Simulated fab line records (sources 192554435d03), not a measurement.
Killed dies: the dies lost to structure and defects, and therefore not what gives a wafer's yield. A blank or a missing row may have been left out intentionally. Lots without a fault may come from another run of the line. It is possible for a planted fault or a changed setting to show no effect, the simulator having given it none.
Matching of chambers | flow n5 finfet | rie diel-05 running N5_BEOL_M11_ETCH_65: 4 sister chambers
The step etches SiARC in CF4, target depth 39 nm, time 65 s. 17 wafers are shown with their chamber, then 8 later ones without.

== WAFERS, EACH WITH ITS CHAMBER ==
wafer  | chamber | drypump motor current A (A) | throttle valve pct (%) | showerhead plenum p Torr (Torr)
L427.1 | 2       | 5.2                         | 16.10                  | 2.05
L427.5 | 0       | 5.9                         | 15.55                  | 2.11
L427.6 | 3       | 5.7                         | 15.62                  | 2.19
L429.2 | 2       | 5.2                         | 16.13                  | 2.05
L429.5 | 2       | 5.2                         | 16.12                  | 2.05
L429.6 | 3       | 5.7                         | 15.61                  | 2.18
L436.1 | 3       | 5.7                         | 15.66                  | 2.18
L436.3 | 0       | 5.9                         | 15.59                  | 2.10
L436.5 | 2       | 5.2                         | 16.13                  | 2.04
L437.5 | 0       | 5.9                         | 15.59                  | 2.10
L437.6 | 3       | 5.7                         | 15.66                  | 2.18
L432.4 | 3       | 5.7                         | 15.67                  | 2.18
L432.6 | 1       | 5.4                         | 15.65                  | 2.13
L440.3 | 1       | 5.3                         | 15.66                  | 2.12
L440.5 | 3       | 5.7                         | 15.69                  | 2.18
L440.6 | 0       | 5.9                         | 15.62                  | 2.10
L445.1 | 0       | 5.9                         | 15.60                  | 2.10

SIGNATURES, as means of the wafers listed above
reading                  | chamber 0 | chamber 1 | chamber 2 | chamber 3 | scatter within a chamber
drypump motor current A  | 5.900     | 5.350     | 5.200     | 5.700     | 0.0196
throttle valve pct       | 15.5900   | 15.6550   | 16.1200   | 15.6517   | 0.0247
showerhead plenum p Torr | 2.1020    | 2.1250    | 2.0475    | 2.1817    | 0.00471
Rule: for each reading, subtract the chamber's mean from the wafer's reading, divide by that reading's scatter and square the result; add these up over the readings and take the root, which gives the wafer's distance from the chamber. The wafer belongs to the nearest chamber; if the next one is less than 2 further off, it can't be placed. The scatter: take each reading less its chamber's mean, square it, sum over the shown wafers, divide by the number of wafers less the number of chambers, and take the root.

== WAFERS MISSING THEIR CHAMBER ==
wafer  | drypump motor current A (A) | throttle valve pct (%) | showerhead plenum p Torr (Torr)
L445.2 | 5.7                         | 15.69                  | 2.18
L445.4 | 5.3                         | 15.65                  | 2.12
L446.2 | 5.2                         | 16.17                  | 2.04
L446.3 | 5.3                         | 15.67                  | 2.12
L446.6 | 5.2                         | 16.20                  | 2.04
L448.1 | 5.7                         | 15.71                  | 2.17
L448.2 | 5.3                         | 15.68                  | 2.12
L448.4 | 5.8                         | 15.64                  | 2.09

== THE CHAMBER EACH PASSED THROUGH ==
wafer  | from the rows above | in truth
L445.2 | 3                   | 3
L445.4 | 1                   | 1
L446.2 | 2                   | 2
L446.3 | 1                   | 1
L446.6 | 2                   | 2
L448.1 | 3                   | 3
L448.2 | 1                   | 1
L448.4 | 0                   | 0
8 of 8 placed correctly. From these rows, 0 cannot be placed. Number placed wrongly: 0.
